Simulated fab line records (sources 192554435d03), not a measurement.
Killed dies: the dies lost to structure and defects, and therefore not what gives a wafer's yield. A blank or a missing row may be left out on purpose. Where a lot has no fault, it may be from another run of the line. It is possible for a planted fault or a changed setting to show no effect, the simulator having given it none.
fab line records | flow n5-finfet | part 1 of 2: steps 1 to 17 of 28
[record] lots = 5 wafers = 15 last-day = 19
route steps=1938 shown BEOL_M5@1154
lots that met no fault: from a run of the same line without faults
start-h: hours from the record's first day to the start of the lot's first wafer shown | wait-h: hours elapsed since this lot's preceding step | " identical to the entry in the row above | L1.1+2: a row that stands for several wafers | - no value, or no start was given | * or withheld: withheld | < > ~ a bound
route shown NAME@n: names a module that has steps shown in the file, with the first one's number in the route | usual: the fault-free wafers' mean and standard deviation | same: alike in all rows | chamber/n: place in a boat | sites: readings site by site | _std_site: their standard deviation | _edge_site: inner sites' mean taken away from outer sites' mean | radius-mm: how far each site lies from the wafer's centre | mask NAME#n: copy n | behind: the last tool/chamber to shape the wafer | hold: reason for holding the lot/hours on hold/outcome of the hold | device: the n, p or np transistor that did not switch | end of line: the tests these same wafers got at the end of their route | for a step that has no rows: nothing shown but its recipe | killed: not the wafer's yield, but the dies lost to structure and defects at the first sort | map: dies across one wafer; x = killed, . = not, _ = none there
set.NAME: setting as actually run; set.NAME@STEP: the setting as run at that earlier step | model.NAME: the simulator's own value behind a step, which no gauge read
certain route steps with their lots: each step a table, each wafer a row
services: a tool's chamber out of use, with start hour (start-h, from the record's first day; less than 0 if before it), hours out, and reason
[[steps]]
[step N5_BEOL_M5_ETCH_68]
[recipe] chemistry = N2/H2 target = SOC target-depth-a = 800 overetch-a = 160 mask-material = SiARC temp-c = 40 time-s = 120 ion-energy-ev = 200 pressure-mtorr = 30 source-w = 840 bias-w = 150 n2-flow-sccm = 200 h2-flow-sccm = 200
[usual] bias-w = 150.0/0.44 drypump-motor-current-A = 5.6/0.53 n2-flow-sccm = 200.1/0.6 oes-product-au = 0.60/0.061 rf-vpp-V = 524.2/2.6 showerhead-plenum-p-Torr = 2.55/0.094 temp-c = 40.00/0.11 throttle-valve-pct = 17.86/0.24
// columns lot.wafer tool chamber start-h wait-h bias-w drypump-motor-current-A n2-flow-sccm oes-product-au rf-hours-counter-h rf-vpp-V showerhead-plenum-p-Torr temp-c throttle-valve-pct
L075.1 rie-diel-03 2 191.26 0.0 149.9 6.2 200.9 0.53 241 526.4 2.60 39.82 17.89
L075.3 " 0 " " 150.2 4.9 200.7 0.58 162 520.7 2.44 40.11 18.13
L075.5 " 1 " " 150.9 6.0 200.7 0.55 - 523.4 2.53 40.15 18.01
L083.1 rie-diel-04 0 238.22 0.0 149.6 5.3 199.7 0.55 169 524.7 2.54 40.09 17.63
L083.3 " 1 " " 150.5 4.9 199.9 0.56 172 527.6 2.63 40.01 18.23
L083.5 " 0 " " 149.8 5.3 198.8 0.56 - 523.8 2.54 40.16 17.62
L084.1 rie-diel-05 2 257.78 0.0 149.9 5.0 200.2 0.68 35 527.8 2.69 39.86 17.82
L084.3 " 1 " " 149.3 5.6 200.3 0.62 77 527.6 2.68 40.03 17.88
L084.4 " 3 " " 149.9 6.2 199.2 0.64 53 523.7 2.46 39.85 17.45
L088.1 rie-diel-04 2 263.42 0.0 150.0 5.1 200.5 0.54 215 519.5 2.40 40.09 17.79
L088.5 " 0 " " 150.4 5.3 199.0 0.55 - 522.9 2.54 39.90 17.63
L088.6 " 1 " " 149.7 4.9 200.6 0.56 - 525.6 2.63 39.95 18.26
L097.1 rie-diel-03 2 353.17 0.0 150.3 6.1 200.0 0.66 38 525.7 2.58 39.94 17.43
L097.2 " 3 " " 150.0 6.3 199.0 0.66 58 521.6 2.46 40.15 17.86
L097.6 " 2 " " 150.6 6.2 200.3 0.66 - 522.9 2.58 39.97 17.44
[step N5_BEOL_M5_STRIP_69]
[recipe] chemistry = N2/H2 temp-c = 40 n2-flow-sccm = 200 h2-flow-sccm = 200 rf-frequency-hz = 6e+07
// columns lot.wafer tool chamber start-h wait-h
L075.1+3+5 rie-diel-03 2,0,1 191.34 0.0
L083.1+3+5 rie-diel-04 0,1,0 238.30 0.0
L084.1+3+4 rie-diel-05 2,1,3 257.86 0.0
L088.1+5+6 rie-diel-04 2,0,1 263.50 0.0
L097.1+2+6 rie-diel-03 2,3,2 353.25 0.0
[step N5_BEOL_M5_STRIP_76]
[recipe] chemistry = N2/H2 temp-c = 40 n2-flow-sccm = 200 h2-flow-sccm = 200 rf-frequency-hz = 6e+07
// columns lot.wafer tool chamber start-h wait-h
L075.1+3+5 rie-diel-03 2,0,1 191.35 0.0
L083.1+3+5 rie-diel-04 0,1,0 238.31 0.0
L084.1+3+4 rie-diel-05 2,1,3 257.87 0.0
L088.1+5+6 rie-diel-04 2,0,1 263.51 0.0
L097.1+2+6 rie-diel-03 2,3,2 353.26 0.0
[step N5_BEOL_M5_VIA_ETCH_34]
[recipe] chemistry = C4F6/O2 target = SiCOH_lowk target-depth-a = 883 mask-material = SOC taper-deg = 4 time-s = 39.2 ion-energy-ev = 250 pressure-mtorr = 30 source-w = 345 bias-w = 185 Ar_flow_sccm = 300 C4F6_flow_sccm = 10 O2_flow_sccm = 10
[usual] bias-w = 185.0/0.59 drypump-motor-current-A = 5.6/0.53 oes_ar_750_au = 0.78/0.08 oes-product-au = 0.78/0.085 rf-vpp-V = 668/10 showerhead-plenum-p-Torr = 2.86/0.098 throttle-valve-pct = 20.97/0.25
// columns lot.wafer tool chamber start-h wait-h bias-w drypump-motor-current-A oes_ar_750_au oes-product-au rf-hours-counter-h rf-vpp-V showerhead-plenum-p-Torr throttle-valve-pct
L075.1 rie-diel-03 2 191.36 0.0 184.8 6.1 0.70 0.70 241 683 2.91 20.91
L075.3 " 0 " " 185.2 4.9 0.75 0.75 162 668 2.73 21.14
L075.5 " 1 " " 184.7 6.0 0.72 0.72 - 660 2.84 21.05
L083.1 rie-diel-04 0 238.32 0.0 185.7 5.3 0.72 0.73 169 679 2.83 20.59
L083.3 " 1 " " 184.9 5.0 0.73 0.73 173 675 2.96 21.37
L083.5 " 0 " " 185.4 5.3 0.71 0.73 - 677 2.83 20.59
L084.1 rie-diel-05 2 257.88 0.0 184.3 5.0 0.89 0.89 36 678 3.00 20.95
L084.3 " 1 " " 184.4 5.6 0.82 0.81 77 672 3.01 21.11
L084.4 " 3 " " 185.3 6.1 0.83 0.85 53 669 2.77 20.57
L088.1 rie-diel-04 2 263.52 0.0 185.5 5.1 0.71 0.70 215 650 2.71 20.92
L088.5 " 0 " " 185.6 5.3 0.72 0.72 - 680 2.83 20.60
L088.6 " 1 " " 183.9 4.9 0.73 0.72 - 674 2.95 21.38
L097.1 rie-diel-03 2 353.27 0.0 185.0 6.1 0.87 0.89 38 684 2.89 20.52
L097.2 " 3 " " 185.6 6.3 0.85 0.86 58 655 2.80 21.26
L097.6 " 2 " " 183.9 6.1 0.87 0.88 - 682 2.89 20.53
[step N5_BEOL_M5_STRIP_85]
[recipe] chemistry = C4F6/O2 resist = SiARC rf-frequency-hz = 6e+07
// columns lot.wafer tool chamber start-h wait-h
L075.1+3+5 rie-diel-03 2,0,1 191.39 0.0
L083.1+3+5 rie-diel-04 0,1,0 238.35 0.0
L084.1+3+4 rie-diel-05 2,1,3 257.92 0.0
L088.1+5+6 rie-diel-04 2,0,1 263.55 0.0
L097.1+2+6 rie-diel-03 2,3,2 353.30 0.0
[step N5_BEOL_M5_STRIP_36]
[recipe] chemistry = N2/H2 power-w = 450 temp-c = 40 pressure-mtorr = 20 rf-frequency-hz = 6e+07 overash-fraction = 0.3 bias-power-w = 7 h2-frac = 0.5 n2-flow-sccm = 200 h2-flow-sccm = 200
[usual] drypump-motor-current-A = 5.6/0.53 n2-flow-sccm = 200.0/0.61 oes-product-au = 0.78/0.085 power-w = 450.0/1.4 rf-vpp-V = 59.0/1.6 showerhead-plenum-p-Torr = 2.54/0.094 temp-c = 40.01/0.1 throttle-valve-pct = 23.65/0.27
// columns lot.wafer tool chamber start-h wait-h drypump-motor-current-A n2-flow-sccm oes-product-au power-w rf-hours-counter-h rf-vpp-V showerhead-plenum-p-Torr temp-c throttle-valve-pct
L075.1 rie-diel-03 2 191.40 0.0 6.1 200.7 0.69 451.0 241 56.9 2.60 39.99 23.68
L075.3 " 0 " " 4.9 200.1 0.76 449.2 162 60.9 2.43 39.94 23.88
L075.5 " 1 " " 6.1 200.1 0.71 450.2 - 58.1 2.53 40.19 23.83
L083.1 rie-diel-04 0 238.36 0.0 5.3 200.0 0.73 449.2 169 58.4 2.54 40.06 23.41
L083.3 " 1 " " 4.9 200.3 0.72 450.0 173 57.0 2.63 40.00 24.21
L083.5 " 0 " " 5.3 200.3 0.73 451.7 - 58.2 2.54 40.02 23.39
L084.1 rie-diel-05 2 257.93 0.0 5.0 200.4 0.91 446.5 36 60.1 2.68 39.86 23.69
L084.3 " 1 " " 5.6 200.5 0.81 449.4 77 55.5 2.67 39.92 23.64
L084.4 " 3 " " 6.1 200.3 0.85 451.7 53 59.2 2.45 40.08 23.32
L088.1 rie-diel-04 2 263.56 0.0 5.1 200.0 0.69 447.9 215 55.5 2.39 39.82 23.44
L088.5 " 0 " " 5.3 200.1 0.73 450.0 - 59.9 2.54 40.11 23.42
L088.6 " 1 " " 4.9 199.8 0.73 450.8 - 60.2 2.63 39.93 24.24
L097.1 rie-diel-03 2 353.31 0.0 6.2 201.3 0.87 449.0 38 59.9 2.58 40.09 23.14
L097.2 " 3 " " 6.3 198.8 0.86 450.4 58 59.2 2.46 39.93 23.70
L097.6 " 2 " " 6.1 200.4 0.88 448.8 - 58.5 2.58 40.16 23.13
[step N5_BEOL_M5_TRENCH_ETCH_37]
[recipe] chemistry = C4F6/O2 target-depth-a = 716.52 target = SiCOH_lowk time-s = 24.7 ion-energy-ev = 250 pressure-mtorr = 30 source-w = 345 bias-w = 185 Ar_flow_sccm = 300 C4F6_flow_sccm = 10 O2_flow_sccm = 10
[usual] bias-w = 185.0/0.57 drypump-motor-current-A = 5.6/0.54 oes_ar_750_au = 0.78/0.08 oes-product-au = 0.78/0.085 rf-vpp-V = 668/10 showerhead-plenum-p-Torr = 2.86/0.098 throttle-valve-pct = 21.01/0.25
// columns lot.wafer tool chamber start-h wait-h bias-w drypump-motor-current-A oes_ar_750_au oes-product-au rf-hours-counter-h rf-vpp-V showerhead-plenum-p-Torr throttle-valve-pct
L075.1 rie-diel-03 2 - - 185.6 6.2 0.69 0.69 241 682 2.91 20.96
L075.3 " 0 " " 184.7 4.9 0.76 0.75 162 669 2.73 21.18
L075.5 " 1 " " 184.3 6.1 0.72 0.71 - 661 2.84 21.08
L083.1 rie-diel-04 0 - - 184.3 5.3 0.72 0.73 169 679 2.83 20.64
L083.3 " 1 " " 184.2 4.9 0.74 0.73 173 676 2.96 21.39
L083.5 " 0 " " 183.9 5.3 0.73 0.73 - 677 2.83 20.65
L084.1 rie-diel-05 2 - - 185.6 5.0 0.89 0.90 36 677 3.00 20.99
L084.3 " 1 " " 185.6 5.6 0.82 0.81 77 672 3.01 21.14
L084.4 " 3 " " 185.2 6.1 0.83 0.85 53 668 2.77 20.60
L088.1 rie-diel-04 2 - - 183.8 5.1 0.71 0.69 215 651 2.71 20.95
L088.5 " 0 " " 184.5 5.3 0.71 0.72 - 678 2.83 20.64
L088.6 " 1 " " 185.8 4.9 0.73 0.71 - 675 2.95 21.40
L097.1 rie-diel-03 2 - - 184.5 6.2 0.87 0.88 38 683 2.89 20.58
L097.2 " 3 " " 184.4 6.3 0.86 0.86 58 653 2.80 21.31
L097.6 " 2 " " 184.7 6.2 0.87 0.88 - 684 2.89 20.55
[step N5_BEOL_M5_ETCH_41]
[recipe] chemistry = CH3F/O2 target = SiCN target-depth-a = 315 taper-deg = 2 time-s = 56.7 ion-energy-ev = 120 mask-material = TiN pressure-mtorr = 30 source-w = 395 bias-w = 75 Ar_flow_sccm = 150 CH3F_flow_sccm = 30 O2_flow_sccm = 20
[usual] bias-w = 75.03/0.2 drypump-motor-current-A = 5.6/0.53 oes-product-au = 0.78/0.085 rf-vpp-V = 297.5/1.8 showerhead-plenum-p-Torr = 2.01/0.072 throttle-valve-pct = 16.41/0.23
// columns lot.wafer tool chamber start-h wait-h bias-w drypump-motor-current-A oes-product-au rf-hours-counter-h rf-vpp-V showerhead-plenum-p-Torr throttle-valve-pct
L075.1 rie-diel-03 2 - - 75.43 6.1 0.70 241 298.8 2.05 16.43
L075.3 " 0 " " 75.35 4.9 0.76 162 296.2 1.91 16.61
L075.5 " 1 " " 74.78 6.0 0.72 - 296.6 1.99 16.51
L083.1 rie-diel-04 0 - - 74.96 5.3 0.72 169 296.4 1.99 16.12
L083.3 " 1 " " 74.93 5.0 0.72 173 297.6 2.08 16.72
L083.5 " 0 " " 74.67 5.3 0.73 - 295.8 1.99 16.12
L084.1 rie-diel-05 2 - - 75.00 5.0 0.90 36 300.3 2.12 16.36
L084.3 " 1 " " 74.72 5.6 0.82 77 299.1 2.12 16.51
L084.4 " 3 " " 74.97 6.1 0.85 53 295.8 1.95 16.00
L088.1 rie-diel-04 2 - - 75.17 5.1 0.70 215 294.4 1.89 16.39
L088.5 " 0 " " 75.14 5.3 0.73 - 297.9 1.99 16.13
L088.6 " 1 " " 74.91 4.9 0.72 - 298.4 2.08 16.75
L097.1 rie-diel-03 2 - - 75.38 6.2 0.88 38 298.7 2.03 15.98
L097.2 " 3 " " 75.01 6.3 0.85 58 295.6 1.97 16.58
L097.6 " 2 " " 75.19 6.2 0.88 - 298.5 2.03 15.97
[step N5_BEOL_M5_STRIP_91]
[recipe] chemistry = N2/H2 time-s = 10 power-w = 450 temp-c = 40 pressure-mtorr = 20 rf-frequency-hz = 6e+07 bias-power-w = 7 n2-flow-sccm = 200 h2-flow-sccm = 200
[usual] drypump-motor-current-A = 5.6/0.53 n2-flow-sccm = 200.1/0.62 oes-product-au = 0.78/0.085 rf-vpp-V = 59.2/0.89 showerhead-plenum-p-Torr = 2.54/0.094 temp-c = 40.01/0.11 throttle-valve-pct = 23.65/0.26
// columns lot.wafer tool chamber start-h wait-h drypump-motor-current-A n2-flow-sccm oes-product-au rf-hours-counter-h rf-vpp-V showerhead-plenum-p-Torr temp-c throttle-valve-pct
L075.1 rie-diel-03 2 - - 6.1 199.2 0.69 241 58.9 2.60 39.89 23.66
L075.3 " 0 " " 4.9 199.8 0.76 162 57.8 2.43 40.02 23.87
L075.5 " 1 " " 6.0 200.6 0.72 - 57.6 2.53 40.03 23.82
L083.1 rie-diel-04 0 - - 5.3 200.5 0.73 169 59.9 2.54 40.09 23.40
L083.3 " 1 " " 5.0 200.3 0.73 173 59.1 2.63 39.90 24.22
L083.5 " 0 " " 5.3 200.2 0.73 - 58.8 2.54 39.95 23.39
L084.1 rie-diel-05 2 - - 5.0 200.4 0.91 36 59.7 2.68 39.92 23.70
L084.3 " 1 " " 5.6 200.5 0.82 77 58.9 2.67 40.06 23.60
L084.4 " 3 " " 6.1 200.3 0.86 53 58.0 2.45 39.90 23.31
L088.1 rie-diel-04 2 - - 5.1 200.3 0.70 215 59.0 2.40 40.05 23.43
L088.5 " 0 " " 5.3 200.3 0.72 - 60.0 2.54 40.08 23.42
L088.6 " 1 " " 4.9 200.6 0.72 - 58.0 2.63 39.90 24.23
L097.1 rie-diel-03 2 - - 6.2 199.7 0.88 38 59.0 2.58 40.09 23.14
L097.2 " 3 " " 6.3 200.0 0.85 58 58.0 2.46 40.06 23.67
L097.6 " 2 " " 6.2 199.2 0.88 - 57.8 2.58 39.96 23.15
[step N5_BEOL_M5_OCD_MEAS_38]
[usual] trench-depth-nm = 71.5/1.3
// columns lot.wafer tool chamber start-h wait-h trench-depth-nm
L075.1 ocd-02 - 191.60 - 70.9
L075.3 " - " " 70.6
L075.5 " - " " 69.4
L083.1 ocd-01 - 238.55 - 72.1
L083.3 " - " " 70.2
L083.5 " - " " 71.9
L084.1 ocd-02 - 258.12 - 72.6
L084.3 " - " " 72.4
L084.4 " - " " 70.8
L088.1 ocd-02 - 263.75 - 70.6
L088.5 " - " " 71.5
L088.6 " - " " 69.2
L097.1 ocd-02 - 353.51 - 73.6
L097.2 " - " " 71.7
L097.6 " - " " 75.4
[step N5_BEOL_M5_HM_STRIP_39]
[recipe] chemistry = peroxide-tin-strip material = TiN target-depth-a = 250 temp-c = 50 time-s = 158
[usual] bath-guard-temp-C = 50.1/0.43 temp-c = 50.00/0.12
// columns lot.wafer tool chamber start-h wait-h bath-guard-temp-C temp-c
L075.1 wet-bench-03 3 191.63 0.0 49.5 49.86
L075.3 " 0 " " 49.9 50.00
L075.5 " 2 " " 49.7 50.01
L083.1 wet-bench-05 1 238.59 0.0 49.9 50.10
L083.3 " 2 " " 49.6 50.02
L083.5 " 4 " " 50.8 50.07
L084.1 wet-bench-03 7 258.15 0.0 49.6 49.85
L084.3 " 2 " " 49.7 49.83
L084.4 " 4 " " 50.2 50.04
L088.1 wet-bench-01 1 263.79 0.0 49.7 49.90
L088.5 " 6 " " 49.8 50.05
L088.6 " 5 " " 50.3 49.94
L097.1 wet-bench-05 6 353.54 0.0 50.5 50.16
L097.2 " 0 " " 50.2 50.02
L097.6 " 5 " " 49.9 50.19
[step N5_BEOL_M5_SRD_40]
[recipe] time-s = 30 temp-c = 23 rinse-liquid = diw dry = ipa-marangoni
[usual] temp-c = 23.00/0.11
// columns lot.wafer tool chamber start-h wait-h temp-c
L075.1 wet-bench-03 3 191.68 0.0 22.96
L075.3 " 0 " " 22.86
L075.5 " 2 " " 22.83
L083.1 wet-bench-05 1 238.63 0.0 22.91
L083.3 " 2 " " 23.04
L083.5 " 4 " " 23.10
L084.1 wet-bench-03 7 258.20 0.0 22.99
L084.3 " 2 " " 23.03
L084.4 " 4 " " 23.07
L088.1 wet-bench-01 1 263.84 0.0 22.98
L088.5 " 6 " " 23.08
L088.6 " 5 " " 22.82
L097.1 wet-bench-05 6 353.59 0.0 22.99
L097.2 " 0 " " 22.82
L097.6 " 5 " " 23.06
[step N5_BEOL_M5_PRECLEAN_42]
[recipe] chemistry = residue-remover time-s = 60 temp-c = 40
[usual] bath-guard-temp-C = 40.1/0.43 temp-c = 40.00/0.11
// columns lot.wafer tool chamber start-h wait-h bath-guard-temp-C temp-c
L075.1 wet-bench-03 3 191.70 0.0 39.5 40.06
L075.3 " 0 " " 40.2 39.90
L075.5 " 2 " " 39.5 39.92
L083.1 wet-bench-05 1 238.65 0.0 39.9 39.81
L083.3 " 2 " " 39.7 40.04
L083.5 " 4 " " 40.8 39.94
L084.1 wet-bench-03 7 258.21 0.0 40.2 40.19
L084.3 " 2 " " 40.2 40.13
L084.4 " 4 " " 39.8 40.08
L088.1 wet-bench-01 1 263.86 0.0 39.9 40.13
L088.5 " 6 " " 40.0 39.90
L088.6 " 5 " " 40.4 40.10
L097.1 wet-bench-05 6 353.60 0.0 40.6 39.96
L097.2 " 0 " " 40.2 39.98
L097.6 " 5 " " 40.2 39.90
[step N5_BEOL_M5_SRD_43]
[recipe] time-s = 30 temp-c = 23 rinse-liquid = diw dry = ipa-marangoni
[usual] temp-c = 23.00/0.1
// columns lot.wafer tool chamber start-h wait-h temp-c
L075.1 wet-bench-03 3 191.72 0.0 23.00
L075.3 " 0 " " 22.90
L075.5 " 2 " " 23.07
L083.1 wet-bench-05 1 238.67 0.0 23.04
L083.3 " 2 " " 23.09
L083.5 " 4 " " 22.99
L084.1 wet-bench-03 7 258.23 0.0 22.96
L084.3 " 2 " " 23.03
L084.4 " 4 " " 22.89
L088.1 wet-bench-01 1 263.87 0.0 23.16
L088.5 " 6 " " 22.88
L088.6 " 5 " " 22.95
L097.1 wet-bench-05 6 353.62 0.0 23.01
L097.2 " 0 " " 23.07
L097.6 " 5 " " 22.87
[step N5_BEOL_M5_CD_MEAS_35]
[recipe] target-cd-nm = 28 target-cd-y-nm = 24 polarity = opening
[usual] cd-nm = 28.0/0.36
// columns lot.wafer tool chamber start-h wait-h cd-nm
L075.1 cd-sem-01 - 191.76 0.0 27.8
L075.3 " - " " 27.8
L075.5 " - " " 27.4
L083.1 cd-sem-03 - 238.71 0.0 28.1
L083.3 " - " " 28.0
L083.5 " - " " 27.7
L084.1 cd-sem-03 - 258.27 0.0 27.6
L084.3 " - " " 28.0
L084.4 " - " " 28.2
L088.1 cd-sem-01 - 263.92 0.0 27.9
L088.5 " - " " 28.1
L088.6 " - " " 27.7
L097.1 cd-sem-02 - 353.66 0.0 28.0
L097.2 " - " " 27.8
L097.6 " - " " 27.6
[step N5_BEOL_M5_CURE_80]
[recipe] temp-c = 370 time-s = 120 ambient = DMADMS/He material = SiCOH_lowk
[usual] lamp-power-pct = 52.31/0.057 wafer_temp_C_max = 371.5/0.49
// columns lot.wafer tool chamber start-h wait-h lamp-power-pct wafer_temp_C_max
L075.1 uv-cure-01 1 191.80 0.0 52.33 371.1
L075.3 " 1 " " 52.34 371.0
L075.5 " 1 " " 52.31 371.0
L083.1 uv-cure-03 2 238.75 0.0 52.28 371.1
L083.3 " 2 " " 52.30 371.1
L083.5 " 2 " " 52.30 370.6
L084.1 uv-cure-02 2 258.38 0.1 52.23 370.9
L084.3 " 2 " " 52.32 371.0
L084.4 " 2 " " 52.27 370.9
L088.1 uv-cure-03 1 264.20 0.3 52.41 371.4
L088.5 " 1 " " 52.41 372.2
L088.6 " 1 " " 52.36 371.5
L097.1 uv-cure-02 0 353.70 0.0 52.25 372.1
L097.2 " 0 " " 52.33 371.8
L097.6 " 0 " " 52.31 372.3
[step N5_BEOL_M5_DEGAS_44]
[recipe] ambient = vacuum temp-c = 250 time-s = 60
[usual] heater-power-w = 333/34
// columns lot.wafer tool chamber start-h wait-h heater-power-w
L075.1 pvd-sputter-02 - 192.12 0.3 339
L075.3 " - " " 300
L075.5 " - " " 302
L083.1 pvd-sputter-02 - 239.46 0.7 387
L083.3 " - " " 300
L083.5 " - " " 309
L084.1 pvd-sputter-03 - 258.79 0.4 319
L084.3 " - " " 291
L084.4 " - " " 284
L088.1 pvd-sputter-01 - 264.68 0.4 380
L088.5 " - " " 333
L088.6 " - " " 302
L097.1 pvd-sputter-01 - 354.33 0.6 378
L097.2 " - " " 330
L097.6 " - " " 372
